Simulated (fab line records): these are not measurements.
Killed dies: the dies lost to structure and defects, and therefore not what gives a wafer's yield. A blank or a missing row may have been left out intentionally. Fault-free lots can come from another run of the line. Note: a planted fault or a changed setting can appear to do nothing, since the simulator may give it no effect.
Chamber matching :: flow nand harc :: 4 sister chambers for NHARC_A_DECK1_JOINT_ETCHBACK_07 on rie si-04
The step etches the open film in HBr, target depth 105 nm, time 26.9 s. 24 wafers are shown with their chamber, then 12 later ones without.

== EACH WAFER AND ITS CHAMBER ==
wafer: L075.2
chamber: 1
drypump motor current A (A): 6.0
oes product au (a.u.): 0.998
throttle valve pct (%): 23.264

wafer: L075.3
chamber: 0
drypump motor current A (A): 6.8
oes product au (a.u.): 1.008
throttle valve pct (%): 23.272

wafer: L075.5
chamber: 2
drypump motor current A (A): 5.7
oes product au (a.u.): 0.997
throttle valve pct (%): 23.263

wafer: L076.1
chamber: 2
drypump motor current A (A): 5.7
oes product au (a.u.): 1.010
throttle valve pct (%): 23.275

wafer: L076.5
chamber: 3
drypump motor current A (A): 5.5
oes product au (a.u.): 0.979
throttle valve pct (%): 23.262

wafer: L076.6
chamber: 1
drypump motor current A (A): 6.0
oes product au (a.u.): 0.991
throttle valve pct (%): 23.274

wafer: L078.2
chamber: 0
drypump motor current A (A): 6.8
oes product au (a.u.): 0.996
throttle valve pct (%): 23.260

wafer: L078.4
chamber: 3
drypump motor current A (A): 5.5
oes product au (a.u.): 0.993
throttle valve pct (%): 23.259

wafer: L078.5
chamber: 0
drypump motor current A (A): 6.8
oes product au (a.u.): 1.008
throttle valve pct (%): 23.268

wafer: L080.3
chamber: 0
drypump motor current A (A): 6.8
oes product au (a.u.): 1.012
throttle valve pct (%): 23.267

wafer: L080.4
chamber: 1
drypump motor current A (A): 6.0
oes product au (a.u.): 1.011
throttle valve pct (%): 23.273

wafer: L080.6
chamber: 3
drypump motor current A (A): 5.5
oes product au (a.u.): 0.982
throttle valve pct (%): 23.253

wafer: L081.4
chamber: 0
drypump motor current A (A): 6.8
oes product au (a.u.): 1.006
throttle valve pct (%): 23.266

wafer: L081.5
chamber: 2
drypump motor current A (A): 5.7
oes product au (a.u.): 1.024
throttle valve pct (%): 23.264

wafer: L081.6
chamber: 3
drypump motor current A (A): 5.5
oes product au (a.u.): 0.992
throttle valve pct (%): 23.257

wafer: L085.1
chamber: 2
drypump motor current A (A): 5.7
oes product au (a.u.): 1.005
throttle valve pct (%): 23.263

wafer: L085.4
chamber: 0
drypump motor current A (A): 6.8
oes product au (a.u.): 1.005
throttle valve pct (%): 23.276

wafer: L085.5
chamber: 3
drypump motor current A (A): 5.5
oes product au (a.u.): 0.984
throttle valve pct (%): 23.274

wafer: L088.1
chamber: 1
drypump motor current A (A): 6.0
oes product au (a.u.): 0.998
throttle valve pct (%): 23.261

wafer: L088.3
chamber: 3
drypump motor current A (A): 5.5
oes product au (a.u.): 0.978
throttle valve pct (%): 23.270

wafer: L088.4
chamber: 0
drypump motor current A (A): 6.8
oes product au (a.u.): 1.011
throttle valve pct (%): 23.259

wafer: L089.1
chamber: 2
drypump motor current A (A): 5.6
oes product au (a.u.): 0.998
throttle valve pct (%): 23.269

wafer: L089.2
chamber: 1
drypump motor current A (A): 6.0
oes product au (a.u.): 0.988
throttle valve pct (%): 23.248

wafer: L089.3
chamber: 3
drypump motor current A (A): 5.5
oes product au (a.u.): 0.967
throttle valve pct (%): 23.280

SIGNATURES (means of the wafers above)
reading: drypump motor current A
chamber 0: 6.800
chamber 1: 6.000
chamber 2: 5.680
chamber 3: 5.500
scatter within a chamber: 0.02

reading: oes product au
chamber 0: 1.00657
chamber 1: 0.99720
chamber 2: 1.00680
chamber 3: 0.98214
scatter within a chamber: 0.00849

reading: throttle valve pct
chamber 0: 23.26686
chamber 1: 23.26400
chamber 2: 23.26680
chamber 3: 23.26500
scatter within a chamber: 0.00825
Rule: a wafer's distance from a chamber is the root of the sum, over the readings, of the square of ((its reading less the chamber's mean) divided by the reading's scatter). If the next closest chamber is less than 2 further off than the closest, the wafer can't be placed; otherwise it belongs to the closest. The scatter: the root of (the sum of the squares of (reading less its chamber's mean) over the shown wafers, divided by (wafers less chambers)).

== WAFERS WITH NO CHAMBER GIVEN ==
wafer: L092.1
drypump motor current A (A): 6.0
oes product au (a.u.): 1.011
throttle valve pct (%): 23.257

wafer: L092.2
drypump motor current A (A): 5.7
oes product au (a.u.): 1.009
throttle valve pct (%): 23.260

wafer: L092.4
drypump motor current A (A): 6.8
oes product au (a.u.): 1.013
throttle valve pct (%): 23.244

wafer: L093.1
drypump motor current A (A): 6.8
oes product au (a.u.): 1.020
throttle valve pct (%): 23.254

wafer: L093.3
drypump motor current A (A): 5.7
oes product au (a.u.): 0.993
throttle valve pct (%): 23.263

wafer: L093.5
drypump motor current A (A): 5.7
oes product au (a.u.): 0.997
throttle valve pct (%): 23.270

wafer: L095.1
drypump motor current A (A): 6.0
oes product au (a.u.): 1.010
throttle valve pct (%): 23.277

wafer: L095.3
drypump motor current A (A): 5.5
oes product au (a.u.): 0.970
throttle valve pct (%): 23.267

wafer: L095.4
drypump motor current A (A): 5.7
oes product au (a.u.): 0.988
throttle valve pct (%): 23.254

wafer: L096.1
drypump motor current A (A): 6.8
oes product au (a.u.): 1.004
throttle valve pct (%): 23.253

wafer: L096.2
drypump motor current A (A): 5.5
oes product au (a.u.): 0.987
throttle valve pct (%): 23.272

wafer: L096.3
drypump motor current A (A): 5.7
oes product au (a.u.): 0.990
throttle valve pct (%): 23.262

== WHICH CHAMBER EACH WENT THROUGH ==
wafer: L092.1
from the rows above: 1
in truth: 1

wafer: L092.2
from the rows above: 2
in truth: 2

wafer: L092.4
from the rows above: 0
in truth: 0

wafer: L093.1
from the rows above: 0
in truth: 0

wafer: L093.3
from the rows above: 2
in truth: 2

wafer: L093.5
from the rows above: 2
in truth: 2

wafer: L095.1
from the rows above: 1
in truth: 1

wafer: L095.3
from the rows above: 3
in truth: 3

wafer: L095.4
from the rows above: 2
in truth: 2

wafer: L096.1
from the rows above: 0
in truth: 0

wafer: L096.2
from the rows above: 3
in truth: 3

wafer: L096.3
from the rows above: 2
in truth: 2
Correctly placed: 12 of 12. Left unplaced by these rows: 0. Placed wrongly: 0.
